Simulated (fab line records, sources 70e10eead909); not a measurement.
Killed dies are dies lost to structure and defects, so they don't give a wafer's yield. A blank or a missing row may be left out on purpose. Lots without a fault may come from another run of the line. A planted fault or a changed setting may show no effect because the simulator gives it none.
Which tool did it? | flow nand_harc | 12 lots, 36 wafers sampled, at 5 steps of a route of 1302

WHAT THE GAUGES READ, wafer by wafer
NHARC_P_BONDPAD_THK_MEAS_33: measures by ellipsometry.
lot  | measured     | on            | thk_nm (nm)
L927 | day 6 22:55  | film_metro-02 | 201.2 196.9 201.4
L928 | day 7 04:29  | film_metro-02 | 201.3 197.3 199.8
L929 | day 7 14:13  | film_metro-02 | 198.4 201.3 201.8
L935 | day 10 04:29 | film_metro-01 | 199.8 200.5 197.5
L937 | day 10 16:40 | film_metro-01 | 202.0 202.3 201.2
L936 | day 10 18:21 | film_metro-02 | 198.1 198.7 200.5
L938 | day 11 10:49 | film_metro-01 | 202.2 197.3 196.5
L939 | day 11 17:51 | film_metro-01 | 200.6 201.0 200.4
L942 | day 13 00:50 | film_metro-02 | 201.7 200.7 201.8
L948 | day 15 16:23 | film_metro-02 | 201.5 202.2 201.1
L949 | day 15 17:59 | film_metro-02 | 200.2 200.6 201.0
L950 | day 16 01:43 | film_metro-02 | 202.3 198.7 200.7

NHARC_P_BONDPAD_CD_MEAS_13.
lot  | measured     | on        | cd_nm (nm)
L927 | day 7 00:00  | cd_sem-01 | 498.4 497.6 496.6
L928 | day 7 05:28  | cd_sem-01 | 501.9 501.0 500.0
L929 | day 7 15:19  | cd_sem-01 | 499.7 501.3 499.7
L935 | day 10 05:34 | cd_sem-01 | 500.7 503.5 500.9
L937 | day 10 17:46 | cd_sem-03 | 496.7 502.0 502.2
L936 | day 10 19:27 | cd_sem-03 | 497.0 501.1 500.6
L938 | day 11 11:54 | cd_sem-02 | 495.3 498.0 500.6
L939 | day 11 18:56 | cd_sem-02 | 495.5 496.9 496.6
L942 | day 13 01:56 | cd_sem-03 | 496.4 496.1 498.2
L948 | day 15 17:28 | cd_sem-01 | 497.4 497.3 496.9
L949 | day 15 19:05 | cd_sem-01 | 496.6 493.1 496.2
L950 | day 16 02:48 | cd_sem-02 | 496.5 495.9 497.8

NHARC_END_SORT_01.
lot  | measured     | on        | defect_limited_yield (%) | killed_at_array | killed_at_other | killed_at_periphery | killed_dies | killed_open | killed_short
L942 | day 30 18:55 | prober-01 | 91.6 90.7 91.4           | 52 56 48        | 1 0 1           | 4 7 9               | 57 63 58    | 3 7 6       | 2 1 3

WHICH TOOL RAN EACH LOT (tool, then ch and the chambers of the sampled wafers, then the start)
lot  | NHARC_P_BONDPAD_ETCH_37            | NHARC_P_BONDPAD_ETCH_24
L927 | rie_diel-07 ch 0,1,3, day 6 23:46  | rie_diel-06 ch 1,2, day 7 00:15
L928 | rie_diel-07 ch 0,1,3, day 7 05:15  | rie_diel-01 ch 0,2,3, day 7 05:43
L929 | rie_diel-01 ch 1,2,3, day 7 15:05  | rie_diel-06 ch 0,1,3, day 7 15:34
L935 | rie_diel-07 ch 1,2, day 10 05:20   | rie_diel-01 ch 1,2,3, day 10 05:47
L937 | rie_diel-07 ch 0,1, day 10 17:32   | rie_diel-01 ch 0,1,2, day 10 18:00
L936 | rie_diel-07 ch 0,1,2, day 10 19:13 | rie_diel-01 ch 1,2,3, day 10 19:40
L938 | rie_diel-07 ch 1,2,3, day 11 11:41 | rie_diel-06 ch 0,1,2, day 11 12:08
L939 | rie_diel-07 ch 0,1, day 11 18:43   | rie_diel-06 ch 0,1, day 11 19:10
L942 | rie_diel-07 ch 2,3, day 13 01:42   | rie_diel-01 ch 0,2, day 13 02:10
L948 | rie_diel-01 ch 0,3, day 15 17:15   | rie_diel-07 ch 0,2, day 15 17:41
L949 | rie_diel-06 ch 0,1, day 15 18:51   | rie_diel-07 ch 1,2,3, day 15 19:19
L950 | rie_diel-07 ch 0,1,2, day 16 02:35 | rie_diel-07 ch 1,2,3, day 16 03:02
- NHARC_P_BONDPAD_ETCH_37: etches the open film in N2/H2, target depth 60 nm, overetch 18 nm, time 65.91 s.
- NHARC_P_BONDPAD_ETCH_24: etches the open film in CF4/N2, target depth 30 nm, time 72.99 s.

WHAT THE TOOLS THEMSELVES READ (means of the sampled wafers that have a number; where no wafer has one, the mark that the record gives instead)
NHARC_P_BONDPAD_ETCH_37.
lot  | tool        | drypump_motor_current_A (A) | oes_product_au (a.u.) | rf_vpp_V (V) | run_length_s (s) | showerhead_plenum_p_Torr (Torr) | throttle_valve_pct (%)
L927 | rie_diel-07 | 6.0                         | 1.000                 | 429.3        | 87.1             | 2.00                            | 14.176
L928 | rie_diel-07 | 6.0                         | 1.006                 | 429.4        | 87.1             | 2.00                            | 14.171
L929 | rie_diel-01 | 5.8                         | 0.992                 | 429.6        | 86.8             | 2.00                            | 14.166
L935 | rie_diel-07 | 6.0                         | 1.007                 | 429.8        | 87.4             | 2.03                            | 14.172
L937 | rie_diel-07 | 5.8                         | 1.005                 | 428.0        | 87.4             | 1.97                            | 14.172
L936 | rie_diel-07 | 5.9                         | 1.010                 | 430.5        | 87.6             | 2.00                            | 14.176
L938 | rie_diel-07 | 6.1                         | 0.999                 | 431.0        | 87.3             | 2.03                            | 14.162
L939 | rie_diel-07 | 5.8                         | 1.004                 | 428.6        | 87.4             | 1.97                            | 14.160
L942 | rie_diel-07 | 6.4                         | 1.000                 | 431.6        | 86.6             | 2.07                            | 14.169
L948 | rie_diel-01 | 6.0                         | 0.999                 | 430.8        | 86.9             | 2.05                            | 14.163
L949 | rie_diel-06 | 5.8                         | 1.002                 | 429.0        | 87.3             | 1.98                            | 14.181
L950 | rie_diel-07 | 5.9                         | 0.995                 | 429.2        | 87.4             | 2.00                            | 14.172

NHARC_P_BONDPAD_ETCH_24.
lot  | tool        | drypump_motor_current_A (A) | oes_product_au (a.u.) | rf_vpp_V (V) | run_length_s (s) | showerhead_plenum_p_Torr (Torr) | throttle_valve_pct (%)
L927 | rie_diel-06 | 5.8                         | 1.015                 | 312.7        | 94.1             | 2.55                            | 19.798
L928 | rie_diel-01 | 6.1                         | 1.004                 | 313.8        | 93.8             | 2.59                            | 19.808
L929 | rie_diel-06 | 5.8                         | 1.006                 | 312.7        | 94.2             | 2.54                            | 19.804
L935 | rie_diel-01 | 5.7                         | 0.987                 | 312.6        | 93.7             | 2.57                            | 19.804
L937 | rie_diel-01 | 5.8                         | 0.994                 | 313.5        | 93.9             | 2.59                            | 19.804
L936 | rie_diel-01 | 5.8                         | 1.006                 | 313.6        | 94.0             | 2.57                            | 19.793
L938 | rie_diel-06 | 5.9                         | 1.006                 | 312.5        | 94.4             | 2.53                            | 19.801
L939 | rie_diel-06 | 5.8                         | 1.001                 | 312.9        | 94.5             | 2.56                            | 19.799
L942 | rie_diel-01 | 6.2                         | 0.990                 | 312.8        | 81.3             | 2.52                            | 19.790
L948 | rie_diel-07 | 5.9                         | 0.997                 | 313.4        | 94.4             | 2.58                            | 19.797
L949 | rie_diel-07 | 6.2                         | 1.010                 | 313.8        | 94.3             | 2.61                            | 19.800
L950 | rie_diel-07 | 6.1                         | 0.993                 | 313.8        | 94.2             | 2.61                            | 19.801

THE ANSWER, worked out from the rows above alone
Rule: what is usual is taken from the lots themselves. Put in order of their means at a reading, lots are off if they are a third of the lots or fewer, leave a main group of 4 or more, and stand apart from it by a gap of 3 or more times the standard deviation of the main group's means; of several such gaps the widest counts. A main group whose means are all the same, to the digits that the tables above print for the reading, isn't used. A lot without any number at a reading at which 4 lots or more have one is off too. The other lots that the step has rows for count as sound. The gauges are gone through in route order, then the tools' own readings, and for those a lot's mean is taken as printed above. The first step at which some lot is off is used, and at that step the reading that is off furthest; a lot without a number counts as furthest.
Off: L942, at NHARC_P_BONDPAD_ETCH_24 (run_length_s). The main group: mean 94.1 s, standard deviation 0.25.
A tool fits if, at that step or a process step before it, it ran every lot that is off, and no sound lot after the first of them. One fits: rie_diel-01 at NHARC_P_BONDPAD_ETCH_24. Its last sound lot is L936 (day 10 19:40), its first lot that is off L942 (day 13 02:10): a fault that began between those two fits.
The tool's own readings at NHARC_P_BONDPAD_ETCH_24 bear it out: on the lots that are off they differ by more than 5 times the standard deviation of the sound lots' means. run_length_s reads 81.3 s there against 94.1 s on the sound lots.

WHAT THE SIMULATOR HAD PUT IN
Process parameter drift: rie_diel-01, from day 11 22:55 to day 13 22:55, at NHARC_P_BONDPAD_ETCH_24. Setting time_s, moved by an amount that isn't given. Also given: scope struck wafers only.
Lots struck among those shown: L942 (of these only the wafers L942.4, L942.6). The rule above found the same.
